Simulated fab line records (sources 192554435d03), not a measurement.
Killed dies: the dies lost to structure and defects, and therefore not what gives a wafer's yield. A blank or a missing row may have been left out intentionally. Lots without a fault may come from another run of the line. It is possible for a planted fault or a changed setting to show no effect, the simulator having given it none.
Chamber matching | flow n5 finfet | 4 sister chambers for N5_BEOL_M11_ETCH_65 on rie diel-01
The step etches SiARC in CF4, target depth 39 nm, time 65 s. 8 wafers are shown with their chamber, then 7 later ones without.

## WAFERS, EACH WITH ITS CHAMBER
wafer  | chamber | showerhead plenum p Torr (Torr) | drypump motor current A (A)
L075.5 | 1       | 2.12                            | 6.1
L082.4 | 1       | 2.12                            | 6.0
L082.5 | 3       | 2.03                            | 6.5
L081.2 | 0       | 2.13                            | 5.7
L081.3 | 2       | 2.20                            | 5.5
L081.5 | 3       | 2.03                            | 6.4
L089.2 | 2       | 2.19                            | 5.5
L089.4 | 0       | 2.12                            | 5.8

## WAFERS MISSING THEIR CHAMBER
wafer  | showerhead plenum p Torr (Torr) | drypump motor current A (A)
L089.5 | 2.11                            | 6.0
L092.4 | 2.19                            | 5.5
L092.5 | 2.03                            | 6.5
L092.6 | 2.12                            | 5.7
L094.1 | 2.10                            | 6.1
L094.2 | 2.19                            | 5.5
L094.3 | 2.03                            | 6.5

## THE CHAMBER EACH PASSED THROUGH
wafer  | from the rows above | in truth
L089.5 | 1                   | 1
L092.4 | 2                   | 2
L092.5 | 3                   | 3
L092.6 | 0                   | 0
L094.1 | 1                   | 1
L094.2 | 2                   | 2
L094.3 | 3                   | 3
7 of 7 placed correctly. From these rows, 0 cannot be placed. Placed wrongly: 0.
How it was worked out, from the rows above alone: a wafer's distance from a chamber is the root of the sum, over the readings, of the square of ((its reading less the chamber's mean) divided by the reading's scatter). If the next closest chamber is less than 2 further off than the closest, the wafer can't be placed; otherwise it belongs to the closest. The mean given for a chamber averages the wafers shown for that chamber. How the scatter is found: for the shown wafers, subtract from each reading the mean of its chamber, square and add these, divide the total by (wafers less chambers), then take the root.
